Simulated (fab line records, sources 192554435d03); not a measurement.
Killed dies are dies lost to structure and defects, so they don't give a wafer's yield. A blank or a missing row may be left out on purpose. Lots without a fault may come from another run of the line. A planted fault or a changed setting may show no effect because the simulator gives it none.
One fault seen from 2 desks | flow n5_finfet | each desk has only its own numbers; what lay behind them comes last

THE METROLOGY DESK
What the gauges read, lot by lot, whatever tool the lot ran on: means of the sampled wafers that have a number. A lot is out of limits, marked OUT, if its mean lies more than 4 standard deviations from the usual mean; the brackets give that distance.
Columns: A = cd_nm at N5_BEOL_M8_CD_MEAS_18, usual 40.1 nm
lot  | first seen here | A
L852 | day 9 16:08     | 39.9
L853 | day 9 17:08     | 40.5
L854 | day 9 19:42     | 39.7
L855 | day 9 23:34     | 40.5
L856 | day 10 13:49    | 40.9
L860 | day 11 18:41    | 39.3
L865 | day 13 03:31    | 40.2
L869 | day 13 17:36    | 41.0
L866 | day 14 01:16    | 39.7
L870 | day 14 06:38    | 41.3
L871 | day 15 15:34    | 39.3
This desk's finding: nothing out of limits on any of the 11 lots.

THE TOOL OWNER'S DESK: euv_scanner-02
The tool's own readings at N5_BEOL_M8_EXPOSE_25 (exposes mask V7, target cd 40 nm): means of the sampled wafers that have a number, for each lot that ran on this tool. A lot is out of limits, marked OUT, if its mean lies more than 4 standard deviations from the usual mean; the brackets give that distance.
Columns: A = exposure_dose_mJ_cm2 at N5_BEOL_M8_EXPOSE_25, usual 42.49
lot  | first seen here | A
L852 | day 9 16:35     | 42.48
L853 | day 9 19:50     | 42.49
L855 | day 10 00:13    | 42.48
L865 | day 13 05:10    | 43.34 (+19) OUT
L866 | day 14 04:09    | 43.09 (+13) OUT
This desk's finding: out of limits on L865, L866; first on L865, day 13 05:10 (exposure_dose_mJ_cm2 at N5_BEOL_M8_EXPOSE_25). In limits: L852, L853, L855.

PUT TOGETHER
The tool owner's desk could have raised an alarm at day 13 05:10, on L865, L866.
The metrology desk saw nothing out of limits.
The metrology desk has L865, L866 on record, within its limits.
Of the lots named, all ran N5_BEOL_M8_EXPOSE_25 on euv_scanner-02.

WHAT THE SIMULATOR HAD PUT IN
Process parameter drift: euv_scanner-02, from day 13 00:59 on, at N5_BEOL_M8_EXPOSE_25. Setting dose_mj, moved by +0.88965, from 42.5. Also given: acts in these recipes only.
Lots struck among those shown: L865, L866.
Hours from the fault's start to each desk's first reading out of limits: the tool owner's desk, 4.
